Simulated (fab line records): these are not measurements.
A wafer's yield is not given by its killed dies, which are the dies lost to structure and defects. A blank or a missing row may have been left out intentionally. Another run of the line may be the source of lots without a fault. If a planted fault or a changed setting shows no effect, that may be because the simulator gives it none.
Struck lot and sound lot, side by side || flow nandHarc || 15 out of 1159 route steps
Sound: wafers L822.2, L822.3, L822.4. Wafers L809.4, L809.5, L809.6 were the ones struck. Last of all comes the cause.
For every step that has rows: the tool of each side, followed by ch and its chambers, followed by its first start. Under that, the readings that differ: sound wafers || struck wafers || difference of the means || sigmas: that difference in standard deviations of wafers without a fault.
alike: words and numbers the same on both sides, and readings whose means are apart by under 2 such deviations; not compared: readings that were withheld, readings missing a value for some wafer, numbers with overlapping values and no deviation given by the record, and bounds like >300 which may hide the same value.
Wherever a step has rows on one side only, a row that says differs or no value, or a row with sigmas, the two part there. Numbers that have no deviation but don't overlap get no sigmas and don't part them. A reading that every wafer of one side lacks parts them only if that side has two wafers or more.

NHARC_A_CHANNEL_HOLE_D1_ETCH_44: etches the open film in CF4/O2, target depth 140 nm, overetch 14 nm, time 77 s.
  sound on rieDiel-10 ch 1,3, day 14 00:38; struck on rieDiel-01 ch 0,1,3, day 10 20:44
  alike: drypumpMotorCurrentA, oesProductAu, rfVppV, showerheadPlenumPTorr, throttleValvePct
  not compared: rfHoursCounterH
then, 3 steps without rows for these wafers: NHARC_A_CHANNEL_HOLE_D1_STRIP_27 (strips in O2); NHARC_A_CHANNEL_HOLE_D1_PRECLEAN_28 (cleans in SC1); NHARC_A_CHANNEL_HOLE_D1_SRD_29.
NHARC_A_CHANNEL_HOLE_D1_CD_MEAS_30:
  struck on cdSem-03, day 10 21:38; sound on cdSem-02, day 14 01:34
  alike: cdNm
next, for these wafers, 1 step has no rows: NHARC_A_CHANNEL_HOLE_D1_XSEM_31.
NHARC_A_CHANNEL_HOLE_D1_INSPECT_40:
  struck on defectInspect-01, day 10 21:50; sound on defectInspect-01, day 14 01:44
{"reading": "rawDefectCount", "sound": "43 46 52", "struck": "92 87 82", "difference": "+40", "sigmas": "+3"}
then, 2 steps without rows for these wafers: NHARC_A_CHANNEL_FILL_D1_PRECLEAN_00 (cleans in SC1); NHARC_A_CHANNEL_FILL_D1_SRD_01.
NHARC_A_CHANNEL_FILL_D1_ALD_02: deposits SiO2, target thk 6 nm, pulse time 10 s, ald cycles 60.
  sound on aldHk-04 ch 1,2,3, day 14 01:56; struck on aldHk-02 ch 1,2, day 10 22:55
  alike: aldCycles, heaterPowerW, precursorPulseHeightRel
NHARC_A_CHANNEL_FILL_D1_ALD_03: deposits SiNx, target thk 6 nm, pulse time 60 s, ald cycles 58.
  sound: aldSinBatch-02 ch 0; struck: aldSinBatch-03 ch 0
  alike: aldCycles, precursorPulseHeightRel
NHARC_A_CHANNEL_FILL_D1_ALD_14: deposits SiO2, target thk 2.5 nm, pulse time 10 s, ald cycles 25.
  sound on aldHk-02 ch 0,1,2, day 14 08:58; struck on aldHk-01 ch 0,1, day 11 05:53
  alike: aldCycles, heaterPowerW, precursorPulseHeightRel
NHARC_A_CHANNEL_FILL_D1_ALD_15: deposits SiNx, target thk 2 nm, pulse time 60 s, ald cycles 19.
  sound on aldSinBatch-02 ch 0, day 14 12:05; struck on aldSinBatch-02 ch 0, day 11 08:58
{"reading": "aldCycles", "sound": "19 19 19", "struck": "25 25 25", "difference": "+6", "sigmas": ""}
  alike: precursorPulseHeightRel
NHARC_A_CHANNEL_FILL_D1_ALD_16: deposits SiO2, target thk 1.5 nm, pulse time 10 s, ald cycles 15.
  sound on aldHk-04 ch 0,1,2, day 14 15:15; struck on aldHk-02 ch 0,1,2, day 11 11:06
  alike: aldCycles, heaterPowerW, precursorPulseHeightRel
-- the record jumps here: 11 days lie between the struck wafers' starts before and after (it left off in module A_CHANNEL_FILL_D1 and takes up again in module END, whose first step shown is number 1159 of the route) --
NHARC_END_SORT_01:
  sound on prober-02 ch 0, day 24 13:04; struck on prober-01 ch 0, day 22 00:11
  alike: killedAtArray, killedAtOther, killedAtPeriphery, killedDies, killedOpen, killedShort

== WHERE THEY PART ==
Only at NHARC_A_CHANNEL_HOLE_D1_INSPECT_40, as far as this record shows. Later steps at which nothing parts them and some readings are alike: NHARC_A_CHANNEL_FILL_D1_ALD_02, NHARC_A_CHANNEL_FILL_D1_ALD_03, NHARC_A_CHANNEL_FILL_D1_ALD_14, NHARC_A_CHANNEL_FILL_D1_ALD_15, NHARC_A_CHANNEL_FILL_D1_ALD_16, NHARC_END_SORT_01.

WHY: what had been put in by the simulator
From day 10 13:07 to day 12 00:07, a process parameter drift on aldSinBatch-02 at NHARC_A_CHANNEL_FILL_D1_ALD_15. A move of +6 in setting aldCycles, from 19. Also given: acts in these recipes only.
